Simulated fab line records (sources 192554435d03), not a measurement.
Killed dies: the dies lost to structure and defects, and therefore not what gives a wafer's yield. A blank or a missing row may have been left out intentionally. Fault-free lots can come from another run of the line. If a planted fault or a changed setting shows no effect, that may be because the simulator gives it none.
fab line records -- flow n5_finfet
record: lots: 4, wafers: 12, last_day: 17
route steps=1938 shown BEOL_M4@1099 BEOL_M5@1112 BEOL_M7@1307 PASSIVATION@1936
lots untouched by any fault: they come from a run of this same line in which no faults occurred
start_h: hours from the record's first day to the start of the lot's first wafer shown -- wait_h: time in hours since the lot's previous step -- " the same as in the row above -- L1.1+2: a row that stands for several wafers -- - no value, or no start given -- * or withheld: withheld -- < > ~ a bound
route shown NAME@n: names a module that has steps shown in the file, with the first one's number in the route -- usual: mean/standard deviation taken from wafers without a fault -- same: alike in all rows -- chamber/n: place in a boat -- sites: per-site readings -- _std_site: their standard deviation -- _edge_site: outer sites' mean less inner sites' -- radius_mm: how far each site lies from the wafer's centre -- mask NAME#n: copy n -- behind: the most recent tool/chamber to have shaped the wafer -- hold: reason for holding the lot/hours on hold/outcome of the hold -- device: which transistor (n, p or np) failed to switch -- end of line: at the end of the route, the tests of the same wafers -- step lacking rows: just its recipe -- killed: dies that structure and defects cost at the first sort, which is not the same as the wafer's yield -- map: a wafer's dies, marking killed ones x, the rest . and places with no die _
set.NAME: the setting as run; set.NAME@STEP: as run at that earlier step -- model.NAME: the simulator's own value behind a step, which no gauge read
lots seen at some steps along the route; tables by step, rows by wafer
services: the hour from which a tool's chamber was out of use, counted from the record's first day as start_h (under 0 if before that day), plus the number of hours and why
== steps ==
step: N5_BEOL_M4_ANNEAL_95
recipe: temp_c: 400, time_s: 240, ambient: vacuum
step: N5_BEOL_M4_SPUTTER_96
recipe: material: Cu, target_thk_a: 45, temp_c: -20, chamber_pressure_pa: 0.07, power_w: withheld, time_s: 8.29
step: N5_BEOL_M4_ECD_50
recipe: material: Cu, target_thk_a: 3000
step: N5_BEOL_M4_ANNEAL_51
recipe: temp_c: 225, time_s: 90, ambient: N2
step: N5_BEOL_M4_CMP_52
recipe: stop_on: SiOC, t_overpolish_s: 6.8, down_force_psi: 1, platen_rpm: 50, clearing_platen_down_force_psi: 1.5, clearing_platen_rpm: 50, post_cmp_clean: cu_alkaline, target_thk_nm: 40, clearing_platen_pad_velocity_m_s: 0.99484, pad_velocity_m_s: 0.99484
step: N5_BEOL_M4_PRE_CLEAN_60
recipe: gas: NH3/H2, time_s: 15, temp_c: *, rf_power_w: 300
step: N5_BEOL_M4_CO_CAP_55
recipe: material: Co, target_thk_a: 20, temp_c: 200, precursor: CCTBA/H2, pressure_torr: 30, time_s: 102.1
step: N5_BEOL_M4_PRE_CLEAN_56
recipe: gas: NH3, time_s: 15, temp_c: withheld, rf_power_w: 300
step: N5_BEOL_M4_DEP_57
recipe: material: SiCN, target_thk_a: 80, temp_c: withheld, precursor: 3MS/NH3, pressure_torr: 3, rf_w: 202, time_s: 14
step: N5_BEOL_M4_RC_MEAS_101
usual: DIBL_N: 36.4/1.5, DIBL_P: 36.4/1.6, IOFF_N: 0.164/0.025, IOFF_P: 0.214/0.028, ION_N: 675/9.9, ION_P: 463/6.5, SS_N: 71.5/0.5, SS_P: 73.3/0.56, VT_N: 249.2/2.7, VT_P: -250.1/2.8
lot.wafer,tool,chamber,start_h,wait_h,DIBL_N[mV/V],DIBL_P[mV/V],IOFF_N[nA/um],IOFF_P[nA/um],ION_N[uA/um],ION_P[uA/um],SS_N[mV/dec],SS_P[mV/dec],VT_N[mV],VT_P[mV]
L688.2,prober-01,0,205.09,0.2,36.7,37.9,0.170,0.231,676,466,72.4,73.5,250.0,-249.0
L688.5,prober-01,0,205.09,0.2,37.9,40.2,0.198,0.263,683,468,71.8,74.4,247.6,-246.9
L688.6,prober-01,0,205.09,0.2,37.3,39.3,0.174,0.245,674,458,72.2,74.0,248.1,-249.2
L690.1,prober-01,0,213.64,0.0,35.2,37.3,0.144,0.237,664,468,71.5,73.5,250.2,-246.9
L690.4,prober-01,0,213.64,0.0,36.0,38.1,0.162,0.242,670,468,71.5,73.6,249.0,-245.3
L690.5,prober-01,0,213.64,0.0,34.1,35.8,0.127,0.208,657,460,71.7,73.1,253.1,-248.0
L700.2,prober-02,0,276.93,0.2,37.1,37.2,0.163,0.237,665,459,72.0,73.6,247.4,-248.3
L700.4,prober-02,0,276.93,0.2,35.5,34.9,0.144,0.205,674,461,71.7,73.4,250.9,-248.5
L700.5,prober-02,0,276.93,0.2,38.8,38.8,0.211,0.275,687,469,71.7,74.8,244.4,-245.7
L702.4,prober-01,0,288.85,0.5,37.7,38.5,0.173,0.220,674,457,71.6,72.8,248.1,-249.5
L702.5,prober-01,0,288.85,0.5,38.9,40.0,0.199,0.253,690,472,71.5,73.3,244.8,-247.3
L702.6,prober-01,0,288.85,0.5,35.5,35.8,0.135,0.190,659,454,71.6,72.4,253.0,-248.5
step: N5_BEOL_M5_ILD_DEP_00
recipe: material: SiCOH_lowk, target_thk_a: 1406.4, temp_c: 300, precursor: DEMS/porogen, pressure_torr: 5, rf_w: 500, time_s: 25.9
step: N5_BEOL_M5_CURE_79
recipe: temp_c: 385, time_s: 240, ambient: He/Ar, material: SiCOH_lowk
step: N5_BEOL_M5_PECVD_70
recipe: material: SiO2, target_thk_a: 160, temp_c: 400, precursor: TEOS/O2, pressure_torr: 5.5, rf_w: 450, teos_flow_sccm: 53.8, gas: O2, flow_sccm: 3000, time_s: 18
step: N5_BEOL_M5_HM_DEP_02
recipe: material: TiN, target_thk_a: 200, temp_c: 25, chamber_pressure_pa: 0.49996
step: N5_BEOL_M5_COAT_59
recipe: resist: SOC, temp_c: 250, time_s: 60, spin_rpm: 1500, resist_thk_nm: 60
step: N5_BEOL_M5_COAT_60
recipe: resist: SiARC, temp_c: 220, time_s: 60, spin_rpm: 1500, resist_thk_nm: 12
step: N5_BEOL_M5_COAT_71
recipe: resist: underlayer, temp_c: 205, time_s: 60, spin_rpm: 1500, resist_thk_nm: 5
step: N5_BEOL_M5_COAT_05
recipe: resist: CAR-EUV, spin_rpm: 1500, resist_thk_nm: 30
step: N5_BEOL_M5_EBR_07
recipe: solvent: PGMEA, ebr_width_mm: 1.5
step: N5_BEOL_M5_SOFTBAKE_06
recipe: temp_c: 110, time_s: 60, resist: CAR-EUV
step: N5_BEOL_M5_EXPOSE_08
recipe: mask_id: M5, na: 0.33, source_shape: annular, sigma_inner: 0.4, sigma_outer: 0.8, polarization: unpolarized, target_cd_nm: 28, dose_mj: 35.75
step: N5_BEOL_M5_PEB_09
recipe: peb_temp_c: 100, peb_time_s: 60, resist: CAR-EUV
step: N5_BEOL_M5_DEVELOP_10
recipe: develop_time_s: 30, developer: TMAH, resist: CAR-EUV, rinse_liquid: surfactant_rinse, dry: air_spin, dev_temp_c: 23
step: N5_BEOL_M5_DESCUM_16
recipe: chemistry: O2, time_s: 7, source_power_w: 50, bias_power_w: 20, pressure_mtorr: 20, rf_frequency_hz: 2.712e+07, temp_c: 40, resist: CAR-EUV, o2_flow_sccm: 225
step: N5_BEOL_M5_ETCH_72
recipe: chemistry: N2/H2, target: underlayer, target_depth_a: 65, mask_material: CAR-EUV, time_s: 5.2, ion_energy_ev: 200, pressure_mtorr: 30, source_w: 840, bias_w: 150, n2_flow_sccm: 200, h2_flow_sccm: 200, ends: cleared
step: N5_BEOL_M5_ETCH_61
recipe: chemistry: CF4, target: SiARC, target_depth_a: 156, mask_material: CAR-EUV, time_s: 26, ion_energy_ev: 80, pressure_mtorr: 40, source_w: 545, bias_w: 36, Ar_flow_sccm: 100, cf4_flow_sccm: 100, ends: cleared
step: N5_BEOL_M5_ETCH_62
recipe: chemistry: N2/H2, target: SOC, target_depth_a: 750, overetch_a: 150, mask_material: SiARC, temp_c: 40, time_s: 112.5, ion_energy_ev: 200, pressure_mtorr: 30, source_w: 840, bias_w: 150, n2_flow_sccm: 200, h2_flow_sccm: 200
step: N5_BEOL_M5_STRIP_63
recipe: chemistry: N2/H2, temp_c: 40, n2_flow_sccm: 200, h2_flow_sccm: 200, rf_frequency_hz: 6e+07
step: N5_BEOL_M5_STRIP_73
recipe: chemistry: N2/H2, temp_c: 40, n2_flow_sccm: 200, h2_flow_sccm: 200, rf_frequency_hz: 6e+07
step: N5_BEOL_M5_STRIP_64
recipe: chemistry: CF4, resist: SiARC, power_w: 300, bias_power_w: 75, pressure_mtorr: 50, cf4_flow_sccm: 150, rf_frequency_hz: 6e+07
step: N5_BEOL_M5_HM_OPEN_17
recipe: chemistry: Cl2/BCl3, target_depth_a: 200, overetch_a: 60, target: TiN, mask_material: SOC, ion_energy_ev: 150, pressure_mtorr: 10, icp_w: 1000, bias_w: 126, Cl2_flow_sccm: 53.25, bcl3_flow_sccm: 21.75, Ar_flow_sccm: 25
step: N5_BEOL_M5_STRIP_19
recipe: chemistry: O2, power_w: 400, temp_c: 40, pressure_mtorr: 30, rf_frequency_hz: 6e+07, bias_power_w: 0, overash_fraction: 0.2, o2_flow_sccm: 225
step: N5_BEOL_M5_COAT_65
recipe: resist: SOC, temp_c: 250, time_s: 60, spin_rpm: 1500, resist_thk_nm: 60
step: N5_BEOL_M5_COAT_66
recipe: resist: SiARC, temp_c: 220, time_s: 60, spin_rpm: 1500, resist_thk_nm: 12
step: N5_BEOL_M7_STRIP_36
recipe: chemistry: N2/H2, power_w: 450, temp_c: 40, pressure_mtorr: 20, rf_frequency_hz: 6e+07, overash_fraction: 0.3, bias_power_w: 7, h2_frac: 0.5, n2_flow_sccm: 200, h2_flow_sccm: 200
usual: bias_power_w: 7.001/0.021, chamber_pressure_mTorr: 20.00/0.032, drypump_motor_current_A: 5.5/0.5, oes_product_au: 0.78/0.085, rf_vpp_V: 59.1/1.7, showerhead_plenum_p_Torr: 2.54/0.077, throttle_valve_pct: 23.6/0.36
lot.wafer,tool,chamber,start_h,wait_h,bias_power_w,chamber_pressure_mTorr,drypump_motor_current_A,oes_product_au,rf_hours_counter_h,rf_vpp_V,showerhead_plenum_p_Torr,throttle_valve_pct,model.SOC_of_BEOL_M7_COAT_63.thk_nm
L688.2,rie_diel-03,1,226.41,0.0,-,-,-,-,-,-,-,-,54.6
L688.5,rie_diel-03,0,226.41,0.0,-,-,-,-,-,-,-,-,54.4
L688.6,rie_diel-03,2,226.41,0.0,-,-,-,-,-,-,-,-,54.2
L690.1,rie_diel-05,1,236.27,0.0,-,-,-,-,-,-,-,-,54
L690.4,rie_diel-05,2,236.27,0.0,-,-,-,-,-,-,-,-,54.4
L690.5,rie_diel-05,2,236.27,0.0,-,-,-,-,-,-,-,-,54.2
L700.2,rie_diel-06,3,302.28,0.0,6.972,20.01,6.8,0.83,79,59.9,2.56,23.3,0
L700.4,rie_diel-06,0,302.28,0.0,7.005,20.00,5.5,0.72,190,61.9,2.41,23.9,0
L700.5,rie_diel-06,0,302.28,0.0,6.997,20.01,5.5,0.73,-,58.9,2.41,23.9,0
L702.4,rie_diel-05,3,314.03,0.0,7.015,19.99,5.4,0.70,212,58.1,2.62,23.5,0
L702.5,rie_diel-05,0,314.03,0.0,6.983,19.98,5.3,0.73,-,59.4,2.52,23.2,0
L702.6,rie_diel-05,3,314.03,0.0,7.039,20.02,5.4,0.71,-,60.8,2.62,23.5,0
step: N5_BEOL_M7_ETCH_41
recipe: chemistry: CH3F/O2, target: SiCN, target_depth_a: 319, taper_deg: 2, time_s: 57.8, ion_energy_ev: 120, mask_material: TiN, pressure_mtorr: 30, source_w: 395, bias_w: 75, Ar_flow_sccm: 150, CH3F_flow_sccm: 30, O2_flow_sccm: 20
usual: drypump_motor_current_A: 5.4/0.5, oes_product_au: 0.78/0.085, rf_vpp_V: 297.4/1.4, showerhead_plenum_p_Torr: 2.01/0.058, throttle_valve_pct: 16.33/0.24
same: time_s: 57.8
lot.wafer,tool,chamber,start_h,wait_h,drypump_motor_current_A,oes_product_au,rf_hours_counter_h,rf_vpp_V,showerhead_plenum_p_Torr,throttle_valve_pct,model.SOC_of_BEOL_M7_COAT_63.thk_nm
L688.2,rie_diel-03,1,226.48,0.0,5.2,0.70,218,298.6,2.07,16.42,36.8
L688.5,rie_diel-03,0,226.48,0.0,5.3,0.70,-,298.2,2.06,16.37,36.4
L688.6,rie_diel-03,2,226.48,0.0,4.8,0.92,-,294.8,1.97,15.81,36.2
L690.1,rie_diel-05,1,236.34,0.0,5.6,0.93,11,300.3,2.13,16.31,35
L690.4,rie_diel-05,2,236.34,0.0,6.0,1.01,0,296.9,1.97,16.20,36
L690.5,rie_diel-05,2,236.34,0.0,6.0,0.99,-,297.7,1.97,16.19,36.2
L700.2,rie_diel-06,3,-,-,6.8,0.83,79,297.6,2.03,16.20,0
L700.4,rie_diel-06,0,-,-,5.5,0.73,190,295.3,1.91,16.62,0
L700.5,rie_diel-06,0,-,-,5.5,0.73,-,297.8,1.91,16.62,0
L702.4,rie_diel-05,3,-,-,5.4,0.71,212,299.2,2.07,16.41,0
L702.5,rie_diel-05,0,-,-,5.3,0.72,-,297.1,1.99,16.25,0
L702.6,rie_diel-05,3,-,-,5.4,0.71,-,299.3,2.07,16.40,0
step: N5_PASSIVATION_PROBE_49
usual: defect_limited_yield: 91.1/1.4, killed_at_M0_to_M3: 35/8.7, killed_at_M4_up: 14/5.3, killed_at_contacts: 12/6.2, killed_at_front_end: 41/12, killed_at_other: 3.4/2.6, killed_dies: 105/16, killed_on_rim: 14/3.8, killed_open: 67/13, killed_short: 36/7.3, sort_bin_5_function: 5.2/0.96, sort_bin_6_memory: 3.3/0.6, sort_n_pass: 1075/16, sort_yield_pct: 91.1/1.4
same: gross_dies: 1180, killed_at_back_side: 0, sort_bin_4_leakage[%]: 0, sort_bin_8_speed[%]: 0
lot.wafer,tool,chamber,start_h,wait_h,defect_limited_yield[%],killed_at_M0_to_M3,killed_at_M4_up,killed_at_contacts,killed_at_front_end,killed_at_other,killed_dies,killed_on_rim,killed_open,killed_short,sort_bin_5_function[%],sort_bin_6_memory[%],sort_n_pass,sort_yield_pct[%]
L688.2,prober-01,-,305.19,0.1,0,29,1071,19,57,4,1180,152,83,37,95.5,4.3,0,0
L688.5,prober-01,-,305.34,0.2,0,31,1084,6,58,1,1180,152,78,31,96.9,3.0,0,0
L688.6,prober-01,-,305.39,0.3,0,27,1086,3,62,2,1180,152,85,24,96.6,3.1,0,0
L690.1,prober-01,-,318.63,0.0,0,23,1100,10,44,3,1180,152,62,30,97.3,2.5,0,0
L690.4,prober-01,-,318.78,0.2,0,28,1089,6,54,3,1180,152,65,38,96.0,3.6,0,0
L690.5,prober-01,-,318.83,0.2,0,33,1082,14,45,6,1180,152,77,36,96.1,3.6,0,0
killed by level:class
L688.2 BEOL_M7:area_ald=1057 FIN_SAQP:geometric_particle:open=29 MOL_CONTACT_COAG:geometric_particle:open=17 BEOL_M0_SAQP:geometric_particle:open=11 BEOL_M0_SAQP:geometric_particle:short=7 FIN_SAQP:geometric_particle:short=6 GATE_CUT:geometric_particle:short=6 STI_FIN_REVEAL:geometric_particle:open=5
L688.5 BEOL_M7:area_ald=1070 FIN_SAQP:geometric_particle:open=19 STI_FIN_REVEAL:geometric_particle:open=11 BEOL_M0_SAQP:geometric_particle:open=10 BEOL_M0_SAQP:geometric_particle:short=7 BEOL_M4:geometric_particle:open=7 FIN_SAQP:geometric_particle:short=6 DUMMY_GATE:geometric_particle:open=6
L688.6 BEOL_M7:area_ald=1071 STI_FIN_REVEAL:geometric_particle:open=17 FIN_SAQP:geometric_particle:open=12 BEOL_M3:geometric_particle:open=9 BEOL_M1:geometric_particle:open=8 GATE_CUT:geometric_particle:open=7 DUMMY_GATE:geometric_particle:open=6 BEOL_M2:geometric_particle:open=6
L690.1 BEOL_M7:area_ald=1086 FIN_SAQP:geometric_particle:short=14 FIN_SAQP:geometric_particle:open=8 DUMMY_GATE:geometric_particle:open=8 BEOL_M0_SAQP:geometric_particle:open=8 MOL_CONTACT_COAG:geometric_particle:open=7 BEOL_M0_SAQP:geometric_particle:short=5 STARTING-WAFER:geometric_particle:open=5
L690.4 BEOL_M7:area_ald=1075 FIN_SAQP:geometric_particle:open=19 FIN_SAQP:geometric_particle:short=11 BEOL_M1:geometric_particle:short=7 STI_FIN_REVEAL:geometric_particle:open=6 MOL_CONTACT_COAG:geometric_particle:open=6 BEOL_M1:geometric_particle:open=4 BEOL_M2:geometric_particle:open=4
L690.5 BEOL_M7:area_ald=1064 STI_FIN_REVEAL:geometric_particle:open=12 MOL_CONTACT_COAG:geometric_particle:open=10 BEOL_M2:geometric_particle:open=9 FIN_SAQP:geometric_particle:short=7 FIN_SAQP:geometric_particle:open=7 BEOL_M3:geometric_particle:open=7 BEOL_M3:geometric_particle:short=6
map L688.2 (x killed, . not)
_________________xxxxxxxxxxxx________________
______________xxxxxxxxxxxxxxxxxx_____________
___________xxxxxxxxxxxxxxxxxxxxxxxx__________
__________xxxxxxxxxxxxxxxxxxxxxxxxxx_________
________xxxxxxxxxxxxxxxxxxxxxxxxxxxxxx_______
_______xxxxxxxxxxxxxxxxxxxxxxxxxxxxxxxx______
______xxxxxxxxxxxxxxxxxxxxxxxxxxxxxxxxxx_____
_____xxxxxxxxxxxxxxxxxxxxxxxxxxxxxxxxxxxx____
____xxxxxxxxxxxxxxxxxxxxxxxxxxxxxxxxxxxxxx___
___xxxxxxxxxxxxxxxxxxxxxxxxxxxxxxxxxxxxxxxx__
___xxxxxxxxxxxxxxxxxxxxxxxxxxxxxxxxxxxxxxxx__
__xxxxxxxxxxxxxxxxxxxxxxxxxxxxxxxxxxxxxxxxxx_
__xxxxxxxxxxxxxxxxxxxxxxxxxxxxxxxxxxxxxxxxxx_
_xxxxxxxxxxxxxxxxxxxxxxxxxxxxxxxxxxxxxxxxxxxx
_xxxxxxxxxxxxxxxxxxxxxxxxxxxxxxxxxxxxxxxxxxxx
_xxxxxxxxxxxxxxxxxxxxxxxxxxxxxxxxxxxxxxxxxxxx
_xxxxxxxxxxxxxxxxxxxxxxxxxxxxxxxxxxxxxxxxxxxx
_xxxxxxxxxxxxxxxxxxxxxxxxxxxxxxxxxxxxxxxxxxxx
_xxxxxxxxxxxxxxxxxxxxxxxxxxxxxxxxxxxxxxxxxxxx
_xxxxxxxxxxxxxxxxxxxxxxxxxxxxxxxxxxxxxxxxxxxx
_xxxxxxxxxxxxxxxxxxxxxxxxxxxxxxxxxxxxxxxxxxxx
__xxxxxxxxxxxxxxxxxxxxxxxxxxxxxxxxxxxxxxxxxx_
__xxxxxxxxxxxxxxxxxxxxxxxxxxxxxxxxxxxxxxxxxx_
___xxxxxxxxxxxxxxxxxxxxxxxxxxxxxxxxxxxxxxxx__
___xxxxxxxxxxxxxxxxxxxxxxxxxxxxxxxxxxxxxxxx__
____xxxxxxxxxxxxxxxxxxxxxxxxxxxxxxxxxxxxxx___
_____xxxxxxxxxxxxxxxxxxxxxxxxxxxxxxxxxxxx____
______xxxxxxxxxxxxxxxxxxxxxxxxxxxxxxxxxx_____
_______xxxxxxxxxxxxxxxxxxxxxxxxxxxxxxxx______
________xxxxxxxxxxxxxxxxxxxxxxxxxxxxxx_______
__________xxxxxxxxxxxxxxxxxxxxxxxxxx_________
___________xxxxxxxxxxxxxxxxxxxxxxxx__________
______________xxxxxxxxxxxxxxxxxx_____________
_________________xxxxxxxxxxxx________________
map L690.1 (x killed, . not)
_________________xxxxxxxxxxxx________________
______________xxxxxxxxxxxxxxxxxx_____________
___________xxxxxxxxxxxxxxxxxxxxxxxx__________
__________xxxxxxxxxxxxxxxxxxxxxxxxxx_________
________xxxxxxxxxxxxxxxxxxxxxxxxxxxxxx_______
_______xxxxxxxxxxxxxxxxxxxxxxxxxxxxxxxx______
______xxxxxxxxxxxxxxxxxxxxxxxxxxxxxxxxxx_____
_____xxxxxxxxxxxxxxxxxxxxxxxxxxxxxxxxxxxx____
____xxxxxxxxxxxxxxxxxxxxxxxxxxxxxxxxxxxxxx___
___xxxxxxxxxxxxxxxxxxxxxxxxxxxxxxxxxxxxxxxx__
___xxxxxxxxxxxxxxxxxxxxxxxxxxxxxxxxxxxxxxxx__
__xxxxxxxxxxxxxxxxxxxxxxxxxxxxxxxxxxxxxxxxxx_
__xxxxxxxxxxxxxxxxxxxxxxxxxxxxxxxxxxxxxxxxxx_
_xxxxxxxxxxxxxxxxxxxxxxxxxxxxxxxxxxxxxxxxxxxx
_xxxxxxxxxxxxxxxxxxxxxxxxxxxxxxxxxxxxxxxxxxxx
_xxxxxxxxxxxxxxxxxxxxxxxxxxxxxxxxxxxxxxxxxxxx
_xxxxxxxxxxxxxxxxxxxxxxxxxxxxxxxxxxxxxxxxxxxx
_xxxxxxxxxxxxxxxxxxxxxxxxxxxxxxxxxxxxxxxxxxxx
_xxxxxxxxxxxxxxxxxxxxxxxxxxxxxxxxxxxxxxxxxxxx
_xxxxxxxxxxxxxxxxxxxxxxxxxxxxxxxxxxxxxxxxxxxx
_xxxxxxxxxxxxxxxxxxxxxxxxxxxxxxxxxxxxxxxxxxxx
__xxxxxxxxxxxxxxxxxxxxxxxxxxxxxxxxxxxxxxxxxx_
__xxxxxxxxxxxxxxxxxxxxxxxxxxxxxxxxxxxxxxxxxx_
___xxxxxxxxxxxxxxxxxxxxxxxxxxxxxxxxxxxxxxxx__
___xxxxxxxxxxxxxxxxxxxxxxxxxxxxxxxxxxxxxxxx__
____xxxxxxxxxxxxxxxxxxxxxxxxxxxxxxxxxxxxxx___
_____xxxxxxxxxxxxxxxxxxxxxxxxxxxxxxxxxxxx____
______xxxxxxxxxxxxxxxxxxxxxxxxxxxxxxxxxx_____
_______xxxxxxxxxxxxxxxxxxxxxxxxxxxxxxxx______
________xxxxxxxxxxxxxxxxxxxxxxxxxxxxxx_______
__________xxxxxxxxxxxxxxxxxxxxxxxxxx_________
___________xxxxxxxxxxxxxxxxxxxxxxxx__________
______________xxxxxxxxxxxxxxxxxx_____________
_________________xxxxxxxxxxxx________________
== services ==
tool,chamber,start_h,hours,kind
rie_diel-03,2,208.36,12.5,repair
rie_diel-03,3,217.87,22.0,repair
rie_diel-05,2,219.60,-,clean
rie_diel-05,2,219.60,-,consumable_replace:focus_ring
rie_diel-05,2,219.60,16.4,scheduled_down
rie_diel-05,2,219.60,16.4,vent_cycle
rie_diel-05,3,240.96,8.6,repair
rie_diel-05,2,283.44,5.7,repair
rie_diel-03,1,291.24,4.8,repair
rie_diel-03,-,296.14,0.2,repair
rie_diel-06,-,307.82,0.2,repair
== key ==
first_sign: step: N5_BEOL_M7_STRIP_36, reading: tool_record, direction: missing
effect: step: N5_PASSIVATION_PROBE_49, reading: killed_at_M4_up, direction: up, sigmas: 99+, usual: 14, struck: 1085
model_effect: step: N5_BEOL_M7_STRIP_36, value: SOC_of_BEOL_M7_COAT_63.thk_nm, without: 0, struck: 54.3
model_effect: step: N5_BEOL_M7_ETCH_41, value: SOC_of_BEOL_M7_COAT_63.thk_nm, without: 0, struck: 36.1
more_kills_born_at: N5_BEOL_M7_ALD_77@ald_metal-01: 6423
met_at N5_BEOL_M7_STRIP_36
struck_wafers L688.2,L688.5,L688.6,L690.1,L690.4,L690.5
later_rows_left_out L688.2,L688.5,L688.6,L690.1,L690.4,L690.5
fault: kind: skipped_step_whole, tool: rie_diel-03,rie_diel-05, chamber: -, onset_h: 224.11, steps: N5_BEOL_M7_STRIP_36, scope: struck_lots_only
later_rows_left_out: the simulator's readings of these wafers behind a module that went badly wrong aren't trusted and aren't shown, but for the sort
